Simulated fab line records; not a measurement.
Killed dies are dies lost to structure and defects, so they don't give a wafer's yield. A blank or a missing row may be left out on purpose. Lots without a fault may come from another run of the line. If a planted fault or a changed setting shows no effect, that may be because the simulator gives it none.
What tool caused it?    flow nand-harc    Sampling: 7 lots, 20 wafers, 2 of 1302 route steps

== WHAT EACH GAUGE READ, for each wafer ==
NHARC_A_ONON_D1_THK_MEAS_30: measures by ellipsometry.
lot   measured      on             thk-nm (nm)
L358  day 8 12:27   film-metro-02  1000 1000 999
L364  day 10 14:29  film-metro-02  1007 1005 1006
L366  day 11 19:52  film-metro-01  993 990 1502
L370  day 12 23:56  film-metro-02  1517 1517
L376  day 15 17:19  film-metro-02  991 992 991
L379  day 16 22:26  film-metro-01  1003 1003 1003
L380  day 17 11:26  film-metro-01  1011 1011 1011

== WHAT TOOL EACH LOT RAN ON (gives the tool, then ch and the chambers of the sampled wafers, and finally the start) ==
lot   NHARC_A_ONON_D1_DEP_28
L358  pecvd-onon-02 ch 0, day 8 12:00
L364  pecvd-onon-02 ch 0, day 10 14:06
L366  pecvd-onon-02 ch 0, day 11 19:21
L370  pecvd-onon-02 ch 0, day 12 23:29
L376  pecvd-onon-03 ch 0, day 15 16:48
L379  pecvd-onon-04 ch 0, day 16 21:56
L380  pecvd-onon-02 ch 0, day 17 10:55
- NHARC_A_ONON_D1_DEP_28: target thk 1000 nm.

== THE ANSWER, worked out from the rows above alone ==
Rule: usual is defined by the lots themselves. The widest of any qualifying gaps counts: lots, ordered by their means at a reading, are off when they make up no more than a third of the lots, leave a main group of 4 or more, and stand apart from it by 3 or more times the standard deviation of that group's means. A main group is skipped when, at the precision printed for the reading in the tables above, its means are all equal. A lot without any number at a reading at which 4 lots or more have one is off too. Where the step has rows for the other lots, those lots are counted as sound.
Off at NHARC_A_ONON_D1_THK_MEAS_30 (thk-nm): L366, L370. The main group: mean 1002 nm, standard deviation 6.6.
If a tool, at a process step before that reading, ran all the lots that are off and no sound lot after the first of them, it fits. Those tools and the gauges at NHARC_A_ONON_D1_THK_MEAS_30 are tried in the same way. No candidate that was tried fits.

== WHAT THE SIMULATOR PUT IN ==
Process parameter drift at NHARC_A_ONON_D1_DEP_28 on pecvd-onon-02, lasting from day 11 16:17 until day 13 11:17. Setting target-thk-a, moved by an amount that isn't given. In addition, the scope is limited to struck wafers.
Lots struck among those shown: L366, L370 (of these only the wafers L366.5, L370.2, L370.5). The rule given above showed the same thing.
